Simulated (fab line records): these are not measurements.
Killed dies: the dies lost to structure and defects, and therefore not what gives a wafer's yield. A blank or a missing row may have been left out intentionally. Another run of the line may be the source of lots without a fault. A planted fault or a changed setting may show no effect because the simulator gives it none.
Chamber matching    flow n5_finfet    N5_BEOL_M3_ILD_DEP_00 on pecvd-02: 3 sister chambers
The step deposits SiOC from DEMS/O2, target thk 79 nm, time 15.3 s. 14 wafers are shown with their chamber, then 7 later ones without.

WAFERS WITH THEIR CHAMBER
wafer   chamber  throttle_valve_pct (%)  heater_power_w (W)  showerhead_plenum_p_Torr (Torr)
L074.1  0        13.2                    424                 5.701
L074.3  1        11.9                    530                 5.707
L074.5  2        11.8                    423                 5.693
L075.2  0        12.8                    463                 5.696
L075.4  2        11.5                    469                 5.711
L075.6  0        12.7                    461                 5.709
L077.1  0        13.2                    478                 5.703
L077.2  1        12.1                    416                 5.698
L077.6  0        13.1                    470                 5.695
L081.1  1        12.0                    518                 5.701
L081.5  2        11.5                    451                 5.694
L081.6  1        12.0                    516                 5.717
L085.1  1        12.1                    449                 5.721
L085.2  0        13.1                    473                 5.681

SIGNATURES (means of the wafers above)
reading                   chamber 0  chamber 1  chamber 2  scatter within a chamber
throttle_valve_pct        13.017     12.020     11.600     0.17
heater_power_w            461.50     485.80     447.67     34.5
showerhead_plenum_p_Torr  5.69750    5.70880    5.69933    0.0098
Rule: a wafer lies at a distance from a chamber equal to the root of the sum of squares, over the readings, of (its reading less the chamber's mean, divided by the reading's scatter). The wafer belongs to the nearest chamber; if the next one is less than 2 further off, it can't be placed. The scatter: take each reading less its chamber's mean, square it, sum over the shown wafers, divide by the number of wafers less the number of chambers, and take the root.

WAFERS WHOSE CHAMBER IS MISSING
wafer   throttle_valve_pct (%)  heater_power_w (W)  showerhead_plenum_p_Torr (Torr)
L085.6  12.0                    454                 5.715
L088.3  13.0                    432                 5.701
L088.5  12.1                    520                 5.714
L088.6  13.0                    431                 5.702
L097.1  11.9                    536                 5.714
L097.3  12.9                    448                 5.707
L097.6  13.1                    461                 5.686

THE CHAMBER EACH PASSED THROUGH
wafer   from the rows above      in truth
L085.6  can't be placed: 1 or 2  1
L088.3  0                        0
L088.5  1                        1
L088.6  0                        0
L097.1  can't be placed: 1 or 2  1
L097.3  0                        0
L097.6  0                        0
5 of 7 placed correctly. These rows do not allow placing 2 (true chamber among the candidates in 2). Wrongly placed: 0.
